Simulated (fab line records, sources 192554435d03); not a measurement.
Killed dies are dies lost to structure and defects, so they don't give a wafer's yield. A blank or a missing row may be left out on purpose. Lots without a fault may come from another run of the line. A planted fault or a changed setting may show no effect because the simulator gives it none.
Chamber matching | flow n5_finfet | N5_BEOL_M14_ETCH_59 on rie_diel-04: 4 sister chambers
The step etches BARC in N2/H2, target depth 89 nm, overetch 26.7 nm, time 67.9 s. 16 wafers are shown with their chamber, then 8 later ones without.

WAFERS WITH THEIR CHAMBER
wafer  | chamber | drypump_motor_current_A (A) | showerhead_plenum_p_Torr (Torr) | throttle_valve_pct (%)
L075.2 | 0       | 5.9                         | 2.59                            | 17.42
L075.3 | 1       | 6.6                         | 2.46                            | 17.86
L075.6 | 1       | 6.6                         | 2.46                            | 17.85
L077.1 | 0       | 5.9                         | 2.59                            | 17.43
L077.2 | 2       | 5.4                         | 2.61                            | 17.85
L077.5 | 1       | 6.6                         | 2.46                            | 17.84
L081.1 | 0       | 5.9                         | 2.58                            | 17.45
L081.3 | 2       | 5.4                         | 2.60                            | 17.87
L081.6 | 2       | 5.4                         | 2.60                            | 17.86
L086.2 | 2       | 5.4                         | 2.60                            | 17.87
L086.3 | 0       | 5.9                         | 2.58                            | 17.47
L086.4 | 3       | 5.2                         | 2.50                            | 18.14
L085.1 | 3       | 5.2                         | 2.50                            | 18.14
L085.4 | 2       | 5.4                         | 2.60                            | 17.89
L085.5 | 1       | 6.6                         | 2.45                            | 17.90
L088.2 | 0       | 5.8                         | 2.58                            | 17.48

SIGNATURES (means of the wafers above)
reading                  | chamber 0 | chamber 1 | chamber 2 | chamber 3 | scatter within a chamber
drypump_motor_current_A  | 5.880     | 6.600     | 5.400     | 5.200     | 0.0258
showerhead_plenum_p_Torr | 2.5840    | 2.4575    | 2.6020    | 2.5000    | 0.00479
throttle_valve_pct       | 17.4500   | 17.8625   | 17.8680   | 18.1400   | 0.0215
Rule: a wafer's distance from a chamber is the root of the sum, over the readings, of the square of ((its reading less the chamber's mean) divided by the reading's scatter). The wafer belongs to the nearest chamber; if the next one is less than 2 further off, it can't be placed. The scatter: the root of (the sum of the squares of (reading less its chamber's mean) over the shown wafers, divided by (wafers less chambers)).

WAFERS WITHOUT THEIR CHAMBER
wafer  | drypump_motor_current_A (A) | showerhead_plenum_p_Torr (Torr) | throttle_valve_pct (%)
L088.4 | 5.4                         | 2.60                            | 17.88
L088.6 | 5.2                         | 2.50                            | 18.14
L089.2 | 5.2                         | 2.50                            | 18.15
L089.3 | 5.9                         | 2.58                            | 17.48
L089.6 | 5.4                         | 2.60                            | 17.89
L090.4 | 6.6                         | 2.45                            | 17.92
L090.5 | 5.8                         | 2.58                            | 17.48
L090.6 | 5.2                         | 2.49                            | 18.17

WHICH CHAMBER EACH WENT THROUGH
wafer  | from the rows above | in truth
L088.4 | 2                   | 2
L088.6 | 3                   | 3
L089.2 | 3                   | 3
L089.3 | 0                   | 0
L089.6 | 2                   | 2
L090.4 | 1                   | 1
L090.5 | 0                   | 0
L090.6 | 3                   | 3
Placed correctly: 8 of 8. Can't be placed from these rows: 0. Placed wrongly: 0.
